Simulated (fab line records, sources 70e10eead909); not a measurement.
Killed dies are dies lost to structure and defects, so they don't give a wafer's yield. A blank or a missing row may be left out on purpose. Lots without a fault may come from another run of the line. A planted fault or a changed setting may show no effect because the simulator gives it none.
fab line records | flow nand_harc
record lots=5 wafers=15 last_day=32
route steps=1302 shown P_BONDPAD@356 END@1302
lots that met no fault: from a run of the same line without faults
start_h: hours from the record's first day to the start of the lot's first wafer shown | wait_h: hours since the lot's step before | " the same as in the row above | L1.1+2: a row that stands for several wafers | - no value, or no start given | * or withheld: withheld | < > ~ a bound
route shown NAME@n: a module of which the file shows steps, and the number in the route of the first | usual: mean/standard deviation of fault-free wafers | same: alike in all rows | chamber/n: place in a boat | sites: the reading at each site | _std_site: their standard deviation | _edge_site: outer sites' mean less inner sites' | radius_mm: how far each site lies from the wafer's centre | mask NAME#n: copy n | behind: the tool/chamber that last shaped the wafer | hold: why the lot was held/for how many hours/how that ended | device: the transistor (n, p or np) that didn't switch | end of line: the same wafers' tests at the end of the route | a step without rows: its recipe alone | killed: dies lost to structure and defects at the first sort, not the wafer's yield | map: a wafer's dies, x killed, . not, _ none there
set.NAME: the setting as run; set.NAME@STEP: as run at that earlier step | model.NAME: the simulator's own value behind a step, which no gauge read
lots at some steps of the route; a table a step, a row a wafer
services: from which hour (start_h, from the record's first day; less than 0 if before it) a tool's chamber was out of use, for how many hours, and why
## steps
# step NHARC_P_BONDPAD_HMDS_02
# recipe time_s=30
# step NHARC_P_BONDPAD_COAT_36
# recipe temp_c=200 time_s=65
# step NHARC_P_BONDPAD_COAT_03
# recipe spin_rpm=2000 resist_thk_nm=600
# step NHARC_P_BONDPAD_SOFTBAKE_04
# recipe temp_c=125 time_s=70
# step NHARC_P_BONDPAD_EBR_05
# step NHARC_P_BONDPAD_EXPOSE_06
# recipe na=0.55 dose_mj=37.06 mask_id=P_BPAD
# step NHARC_P_BONDPAD_PEB_07
# recipe peb_temp_c=128 peb_time_s=80
# step NHARC_P_BONDPAD_DEVELOP_08
# recipe time_s=50 dev_temp_c=22
# step NHARC_P_BONDPAD_CD_MEAS_09
# recipe target_cd_nm=500 landing_energy_ev=500
# usual cd_nm=501.1/2.2
# columns lot.wafer tool chamber start_h wait_h cd_nm
L753.1 cd_sem-01 0 221.74 - 502.0
L753.3 " 0 " " 503.7
L753.4 " 0 " " 501.7
L756.1 cd_sem-03 0 259.00 - 500.3
L756.3 " 0 " " 501.6
L756.4 " 0 " " 502.8
L758.3 cd_sem-01 0 283.83 - 497.1
L758.5 " 0 " " 502.9
L758.6 " 0 " " 501.9
L761.1 cd_sem-02 0 299.87 - 501.1
L761.2 " 0 " " 504.3
L761.5 " 0 " " 504.1
L764.1 cd_sem-02 0 334.40 - 502.1
L764.5 " 0 " " 504.3
L764.6 " 0 " " 500.8
# step NHARC_P_BONDPAD_OVL_MEAS_38
# usual overlay_x_nm=2/6.5 overlay_y_nm=0/5.4
# columns lot.wafer tool chamber start_h wait_h overlay_x_nm overlay_y_nm
L753.1 overlay-01 - 221.83 - 3 -5
L753.3 " - " " 4 -4
L753.4 " - " " 4 -5
L756.1 overlay-01 - 259.09 - 2 -8
L756.3 " - " " 2 -8
L756.4 " - " " 2 -8
L758.3 overlay-02 - 283.91 - 6 6
L758.5 " - " " 6 6
L758.6 " - " " 6 6
L761.1 overlay-02 - 299.95 - -1 2
L761.2 " - " " -1 2
L761.5 " - " " 0 2
L764.1 overlay-02 - 334.49 - -3 -4
L764.5 " - " " -4 -4
L764.6 " - " " -4 -4
# step NHARC_P_BONDPAD_HARDBAKE_10
# recipe temp_c=118 time_s=65
# step NHARC_P_BONDPAD_DESCUM_11
# recipe time_s=3 o2_flow_sccm=200 ar_flow_sccm=0 bias_power_w=0 chemistry=O2
# usual drypump_motor_current_A=5.6/0.51 oes_product_au=1.005/0.01 rf_vpp_V=57.8/0.83 showerhead_plenum_p_Torr=1.93/0.083 throttle_valve_pct=11.311/0.0088
# columns lot.wafer tool chamber start_h wait_h drypump_motor_current_A oes_product_au rf_hours_counter_h rf_vpp_V showerhead_plenum_p_Torr throttle_valve_pct
L753.3 rie_diel-01 3 221.95 - 5.3 1.004 0.1 58.2 1.83 11.310
L753.4 " 0 " " 5.1 1.001 0.1 57.0 1.90 11.325
L753.1 " 1 " " 5.4 0.991 0.1 57.3 2.06 11.317
L756.3 rie_diel-05 2 259.21 - 5.1 1.007 0.7 58.1 1.92 11.310
L756.1 " 0 " " 6.5 1.005 1.1 58.3 2.01 11.322
L756.4 " 1 " " 5.3 1.029 0.8 57.3 1.87 11.313
L758.3 rie_diel-10 1 284.05 - 5.9 1.013 1.5 57.7 1.90 11.312
L758.5 " 3 " " 5.1 1.013 - 57.4 1.94 11.299
L758.6 " 0 " " 5.8 0.998 - 57.7 1.87 11.320
L761.1 rie_diel-05 1 300.09 - 5.3 1.019 3.6 58.5 1.87 11.304
L761.2 " 2 " " 5.2 0.999 3.8 57.9 1.91 11.310
L761.5 " 1 " " 5.2 1.018 - 59.2 1.87 11.328
L764.1 rie_diel-01 0 334.64 - 5.1 1.008 3.3 57.3 1.90 11.301
L764.5 " 1 " " 5.4 1.011 - 58.2 2.06 11.291
L764.6 " 2 " " 6.3 1.015 - 58.9 2.01 11.305
# step NHARC_P_BONDPAD_ETCH_37
# recipe target_depth_a=600 overetch_a=180 time_s=65.91 ion_energy_ev=200 n2_flow_sccm=150 h2_flow_sccm=150 ar_flow_sccm=0 rf_w=400 bias_w=150 chemistry=N2/H2
# usual drypump_motor_current_A=5.6/0.52 h2_flow_sccm=150.0/0.49 oes_product_au=1.008/0.0096 rf_vpp_V=431.0/2.5 showerhead_plenum_p_Torr=2.06/0.09 throttle_valve_pct=14.170/0.0089
# columns lot.wafer tool chamber start_h wait_h drypump_motor_current_A h2_flow_sccm oes_product_au rf_hours_counter_h rf_vpp_V showerhead_plenum_p_Torr throttle_valve_pct
L753.1 rie_diel-01 1 222.04 0.1 5.4 150.3 1.003 0.1 434.3 2.20 14.150
L753.3 " 2 " " 6.3 151.0 0.835 0.1 433.0 2.14 14.178
L753.4 " 3 " " 5.3 149.5 0.845 0.1 425.9 1.95 14.179
L756.4 rie_diel-05 2 259.30 0.1 5.1 148.9 1.016 0.7 432.5 2.04 14.171
L756.3 " 3 " " 6.1 150.5 1.013 1.1 427.1 1.91 14.176
L756.1 " 0 " " 6.4 150.0 1.018 1.1 433.7 2.15 14.179
L758.3 rie_diel-10 1 284.13 0.1 5.9 149.7 1.019 1.5 429.5 2.03 14.172
L758.6 " 3 " " 5.1 150.9 1.022 - 430.9 2.07 14.178
L758.5 " 0 " " 5.8 149.3 1.016 - 429.3 2.00 14.160
L761.2 rie_diel-05 2 300.16 0.1 5.1 150.4 1.002 3.8 431.9 2.04 14.174
L761.1 " 1 " " 5.3 149.3 1.023 3.6 428.7 1.99 14.167
L761.5 " 2 " " 5.2 149.8 1.000 - 429.2 2.04 14.175
L764.1 rie_diel-01 0 334.72 0.1 5.1 150.2 1.009 3.3 430.5 2.02 14.168
L764.6 " 1 " " 5.4 150.0 0.997 - 434.6 2.20 14.168
L764.5 " 2 " " 6.3 149.9 1.005 - 432.4 2.14 14.150
# step NHARC_P_BONDPAD_ETCH_12
# recipe target_depth_a=2000 time_s=100 chf3_flow_sccm=50 o2_flow_sccm=10 ar_flow_sccm=200 rf_w=500 bias_w=200 chemistry=CHF3/O2
# usual drypump_motor_current_A=5.6/0.52 oes_product_au=0.953/0.022 rf_vpp_V=371.0/2.3 showerhead_plenum_p_Torr=2.42/0.099 throttle_valve_pct=20.573/0.0087
# columns lot.wafer tool chamber start_h wait_h drypump_motor_current_A oes_product_au rf_hours_counter_h rf_vpp_V showerhead_plenum_p_Torr throttle_valve_pct
L753.4 rie_diel-01 0 - - 5.1 0.966 0.1 370.4 2.38 20.564
L753.1 " 1 " " 5.4 0.977 0.2 372.8 2.58 20.562
L753.3 " 2 " " 6.3 0.979 0.2 373.2 2.51 20.572
L756.1 rie_diel-05 2 - - 5.2 0.955 0.8 369.6 2.40 20.564
L756.3 " 3 " " 6.1 0.982 1.1 366.3 2.26 20.587
L756.4 " 0 " " 6.5 0.991 1.2 372.8 2.52 20.584
L758.3 rie_diel-10 1 - - 5.9 0.948 1.5 370.8 2.39 20.550
L758.6 " 3 " " 5.1 0.937 - 370.7 2.44 20.577
L758.5 " 0 " " 5.8 0.927 - 370.5 2.35 20.571
L761.1 rie_diel-05 1 - - 5.3 0.933 3.7 370.3 2.35 20.573
L761.2 " 2 " " 5.1 0.922 3.9 367.9 2.40 20.575
L761.5 " 3 " " 6.1 0.926 - 368.4 2.26 20.576
L764.1 rie_diel-01 3 - - 5.3 0.975 3.4 368.3 2.30 20.580
L764.5 " 1 " " 5.4 0.966 - 374.6 2.58 20.562
L764.6 " 2 " " 6.3 0.965 - 373.9 2.51 20.570
# step NHARC_END_SORT_01
# recipe temp_c=25
# usual defect_limited_yield=91.0/2.8 killed_at_array=56/18 killed_at_other=1.4/1.5 killed_at_periphery=4/3.1 killed_dies=61/19 killed_open=3.5/1.8 killed_short=2.4/1.4
# same gross_dies=677
# columns lot.wafer tool chamber start_h wait_h defect_limited_yield[%] killed_at_array killed_at_other killed_at_periphery killed_dies killed_open killed_short
L753.1 prober-01 0 654.73 2.5 93.6 31 3 9 43 4 2
L753.3 prober-01 0 656.32 3.1 92.5 41 2 8 51 6 2
L753.4 prober-01 0 657.12 3.4 91.1 47 1 12 60 5 3
L756.1 prober-01 0 708.75 2.5 88.9 73 0 2 75 4 0
L756.3 prober-01 0 710.33 3.1 87.3 83 1 2 86 3 2
L756.4 prober-01 0 711.13 3.4 87.9 79 0 3 82 4 2
L761.1 prober-02 0 714.39 2.5 90.5 58 4 2 64 6 2
L761.2 prober-02 0 715.19 2.8 91.0 55 2 4 61 3 7
L761.5 prober-02 0 717.60 3.7 91.1 56 3 1 60 4 1
L758.3 prober-02 0 730.84 3.1 94.1 38 1 1 40 1 3
L758.5 prober-02 0 732.41 3.6 93.4 43 2 0 45 2 2
L758.6 prober-02 0 733.19 3.9 93.1 39 3 5 47 6 1
L764.1 prober-01 0 770.38 2.5 87.0 80 7 1 88 2 2
L764.5 prober-01 0 773.55 3.7 87.6 82 1 1 84 1 2
L764.6 prober-01 0 774.35 4.0 85.4 93 4 2 99 4 1
# killed by level:class
L753.1 A_CHANNEL_HOLE_D2:chamber_film_flake=15 A_STAIRCASE:chamber_film_flake=9 P_CONTACT:chamber_film_flake=6 THIN_TSV:chamber_film_flake=3 P_CONTACT:geometric_particle:open=2 A_CONTACT:chamber_film_flake=2 A_SOURCE_PLATE:geometric_particle:short=1 A_CHANNEL_HOLE_D2:geometric_particle:short=1
L753.3 A_CHANNEL_HOLE_D2:chamber_film_flake=17 A_STAIRCASE:chamber_film_flake=13 A_CHANNEL_HOLE_D1:chamber_film_flake=4 P_CONTACT:chamber_film_flake=2 P_BONDPAD:chamber_film_flake=2 THIN_TSV:chamber_film_flake=2 P_CONTACT:geometric_particle:open=1 A_ONON_D1:geometric_particle:open=1
L753.4 A_STAIRCASE:chamber_film_flake=19 A_CHANNEL_HOLE_D2:chamber_film_flake=13 P_CONTACT:chamber_film_flake=5 A_CHANNEL_HOLE_D1:chamber_film_flake=5 P_GATE:chamber_film_flake=2 A_CONTACT:chamber_film_flake=2 P_GATE:geometric_particle:open=1 P_M0:geometric_particle:short=1
L756.1 A_CHANNEL_HOLE_D1:chamber_film_flake=32 A_SLIT:chamber_film_flake=26 A_WL_FILL:chamber_film_flake=4 A_ZERO_WELL:chamber_film_flake=3 A_STAIRCASE:chamber_film_flake=2 A_CHANNEL_HOLE_D1:geometric_particle:open=1 A_ONON_D2:geometric_particle:open=1 A_WL_FILL:geometric_particle:open=1
L756.3 A_SLIT:chamber_film_flake=38 A_CHANNEL_HOLE_D1:chamber_film_flake=37 P_BONDPAD:chamber_film_flake=2 A_WL_FILL:chamber_film_flake=2 A_DECK1_JOINT:geometric_particle:short=1 A_SGD_CUT:geometric_particle:open=1 A_SGD_CUT:geometric_particle:short=1 A_WL_FILL:geometric_particle:open=1
L756.4 A_CHANNEL_HOLE_D1:chamber_film_flake=43 A_SLIT:chamber_film_flake=28 A_ONON_D2:geometric_particle:open=2 P_CONTACT:geometric_particle:short=1 A_SOURCE_PLATE:geometric_particle:open=1 A_CHANNEL_FILL_D2:geometric_particle:short=1 A_M1:geometric_particle:open=1 P_ZERO_WELL:chamber_film_flake=1
L761.1 A_CHANNEL_HOLE_D1:chamber_film_flake=33 A_SLIT:chamber_film_flake=8 A_CONTACT:chamber_film_flake=8 THIN_TSV:chamber_film_flake=3 A_STAIRCASE:chamber_film_flake=2 P_GATE:geometric_particle:open=1 P_CONTACT:geometric_particle:open=1 A_ONON_D1:geometric_particle:short=1
L761.2 A_CHANNEL_HOLE_D1:chamber_film_flake=28 A_CONTACT:chamber_film_flake=9 A_SLIT:chamber_film_flake=5 A_DECK1_JOINT:geometric_particle:open=2 A_WL_FILL:chamber_film_flake=2 A_CHANNEL_FILL_D1:chamber_film_flake=2 THIN_TSV:chamber_film_flake=2 P_STI:geometric_particle:short=1
L761.5 A_CHANNEL_HOLE_D1:chamber_film_flake=36 A_SLIT:chamber_film_flake=8 A_CONTACT:chamber_film_flake=5 THIN_TSV:chamber_film_flake=3 A_CHANNEL_HOLE_D1:geometric_particle:open=2 P_M1:geometric_particle:open=1 A_CHANNEL_FILL_D1:geometric_particle:short=1 A_M0:geometric_particle:open=1
L758.3 A_CHANNEL_HOLE_D2:chamber_film_flake=17 A_CHANNEL_HOLE_D1:chamber_film_flake=8 A_SLIT:chamber_film_flake=4 A_CONTACT:chamber_film_flake=3 A_SOURCE_PLATE:geometric_particle:short=1 A_CHANNEL_FILL_D1:geometric_particle:open=1 A_CHANNEL_FILL_D1:geometric_particle:short=1 A_ONON_D2:geometric_particle:short=1
L758.5 A_CHANNEL_HOLE_D2:chamber_film_flake=22 A_CHANNEL_HOLE_D1:chamber_film_flake=11 A_SLIT:chamber_film_flake=3 A_WL_FILL:geometric_particle:short=2 THIN_TSV:chamber_film_flake=2 A_CHANNEL_FILL_D1:geometric_particle:open=1 A_M0:geometric_particle:open=1 A_CONTACT:chamber_film_flake=1
L758.6 A_CHANNEL_HOLE_D2:chamber_film_flake=20 A_CHANNEL_HOLE_D1:chamber_film_flake=6 A_SLIT:chamber_film_flake=5 THIN_TSV:chamber_film_flake=2 P_CONTACT:geometric_particle:open=1 P_M0:geometric_particle:open=1 A_CHANNEL_FILL_D1:geometric_particle:short=1 A_DECK1_JOINT:geometric_particle:open=1
L764.1 A_CHANNEL_HOLE_D2:chamber_film_flake=27 A_SLIT:chamber_film_flake=23 A_CONTACT:chamber_film_flake=14 A_CHANNEL_HOLE_D1:chamber_film_flake=8 THIN_TSV:chamber_film_flake=7 A_BONDPAD:chamber_film_flake=2 A_CHANNEL_HOLE_D1:geometric_particle:short=1 A_CHANNEL_FILL_D1:geometric_particle:open=1
L764.5 A_SLIT:chamber_film_flake=30 A_CHANNEL_HOLE_D2:chamber_film_flake=21 A_CONTACT:chamber_film_flake=13 A_CHANNEL_HOLE_D1:chamber_film_flake=9 A_DECK1_JOINT:chamber_film_flake=2 A_BONDPAD:chamber_film_flake=2 A_CHANNEL_HOLE_D1:geometric_particle:short=1 A_CHANNEL_FILL_D1:geometric_particle:open=1
L764.6 A_CHANNEL_HOLE_D2:chamber_film_flake=28 A_SLIT:chamber_film_flake=27 A_CONTACT:chamber_film_flake=20 A_CHANNEL_HOLE_D1:chamber_film_flake=10 A_STAIRCASE:chamber_film_flake=3 THIN_TSV:chamber_film_flake=3 P_GATE:geometric_particle:open=1 A_CHANNEL_FILL_D1:geometric_particle:open=1
## services
# columns tool chamber start_h hours kind
rie_diel-01 - 203.80 9.0 pm
rie_diel-01 0 203.80 9.0 vent_cycle
rie_diel-01 1 203.80 9.0 vent_cycle
rie_diel-01 2 203.80 9.0 vent_cycle
rie_diel-01 3 203.80 9.0 vent_cycle
rie_diel-05 0 208.60 - clean
rie_diel-05 1 208.60 - clean
rie_diel-05 2 208.60 - clean
rie_diel-05 3 208.60 - clean
rie_diel-01 0 212.80 - clean
rie_diel-01 1 212.80 - clean
rie_diel-01 2 212.80 - clean
rie_diel-01 3 212.80 - clean
rie_diel-01 - 221.23 0.6 repair
rie_diel-01 0 228.24 3.9 repair
rie_diel-05 - 229.60 9.0 pm
rie_diel-05 0 229.60 9.0 vent_cycle
rie_diel-05 1 229.60 9.0 vent_cycle
rie_diel-05 2 229.60 9.0 vent_cycle
rie_diel-05 3 229.60 9.0 vent_cycle
rie_diel-10 - 242.50 9.0 pm
rie_diel-05 0 262.92 13.1 repair
rie_diel-05 - 310.93 1.6 repair
rie_diel-05 3 327.42 6.9 repair
## key
first_sign step=NHARC_P_BONDPAD_ETCH_37 reading=oes_product_au direction=down sigmas=18 usual=1.008 struck=0.840
effect none on later readings
met_at NHARC_P_BONDPAD_ETCH_37
struck_wafers L753.3,L753.4
fault kind=process_parameter_drift tool=rie_diel-01 chamber=- onset_h=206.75 steps=NHARC_P_BONDPAD_ETCH_37 channel=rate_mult offset=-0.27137 shape=step end_h=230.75 scope=struck_wafers_only
